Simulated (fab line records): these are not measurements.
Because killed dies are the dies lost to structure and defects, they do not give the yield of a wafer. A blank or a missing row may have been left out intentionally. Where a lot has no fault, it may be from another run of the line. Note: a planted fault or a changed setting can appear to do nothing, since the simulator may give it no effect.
2 desks, one fault -- flow nand_harc -- only its own numbers are on each desk; what lay behind them is given at the end

== THE DEFECT DESK ==
What the inspections along the route counted, lot by lot: means of the sampled wafers that have a number. The brackets show how far a lot's mean lies from the usual mean; more than 4 standard deviations puts the lot out of limits, marked OUT.
Columns: A = raw_defect_count at NHARC_A_WL_FILL_INSPECT_15, usual 456
lot,first seen here,A
L626,day 21 04:00,613
L627,day 21 12:30,461
L631,day 22 17:52,398
L629,day 22 21:01,513
L633,day 23 07:49,544
L632,day 23 17:31,596
L636,day 24 17:46,476
L637,day 26 02:21,369
L642,day 27 15:14,458
L643,day 27 15:23,459
L645,day 28 07:48,499
L647,day 29 11:53,535
L648,day 30 03:02,416
L649,day 30 13:47,348
This desk's finding: nothing out of limits on any of the 14 lots.

== FOR THE TOOL OWNER'S DESK: rie_diel-05 ==
The tool's own readings at NHARC_A_CONTACT_ETCH_48 (etches the open film in CF4, target depth 39 nm, time 65 s): means of the sampled wafers that have a number, for each lot that ran on this tool. The brackets show how far a lot's mean lies from the usual mean; more than 4 standard deviations puts the lot out of limits, marked OUT. Shown are 7 of the 8 readings it has, namely the first that went out of limits plus those furthest out on some lot.
Columns: A = mfc_ar_sccm at NHARC_A_CONTACT_ETCH_48, usual 0.005 sccm; B = oes_product_au at NHARC_A_CONTACT_ETCH_48, usual 1.005 a.u.; C = rf_fwd_power_W at NHARC_A_CONTACT_ETCH_48, usual 297.5 W; D = rf_vpp_V at NHARC_A_CONTACT_ETCH_48, usual 151.1 V; E = run_length_s at NHARC_A_CONTACT_ETCH_48, usual 86.1 s; F = showerhead_plenum_p_Torr at NHARC_A_CONTACT_ETCH_48, usual 1.75 Torr; G = throttle_valve_pct at NHARC_A_CONTACT_ETCH_48, usual 13.284 %
lot,first seen here,A,B,C,D,E,F,G
L626,day 21 10:19,0.008,0.995,297.1,150.8,85.9,1.73,13.279
L627,day 21 20:47,0.010,0.994,297.3,149.4,86.0,1.66,13.287
L629,day 23 02:58,0.010,0.994,296.7,151.0,85.8,1.74,13.281
L632,day 24 00:29,0.010,1.000,297.7,150.4,86.1,1.74,13.293
L636,day 24 23:36,0.005,1.006,297.5,149.2,85.9,1.65,13.295
L637,day 26 08:08,0.003,0.997,297.3,151.3,86.3,1.81,13.288
L642,day 27 21:36,0.010,1.010,-,150.3,68.1 (-43) OUT,1.73,13.275
L643,day 27 22:06,0.013,1.008,-,149.9,67.9 (-43) OUT,1.67,13.282
This desk finds L642, L643 out of limits, L642 being first, at day 27 21:36 (run_length_s at NHARC_A_CONTACT_ETCH_48). In limits: L626, L627, L629, L632, L636, L637.

== PUT TOGETHER ==
The tool owner's desk could have raised an alarm at day 27 21:36, on L642, L643.
No out-of-limits result turned up at the defect desk.
The defect desk has L642, L643 on record, within its limits.
Every lot named ran NHARC_A_CONTACT_ETCH_48 on rie_diel-05.

== WHAT THE SIMULATOR HAD PUT IN ==
Drift in process parameters on rie_diel-05 at NHARC_A_CONTACT_ETCH_48, starting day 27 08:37. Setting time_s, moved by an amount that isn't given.
Lots struck among those shown: L642, L643.
Time in hours from fault onset to the first out-of-limits reading at each desk: the tool owner's desk, 13.
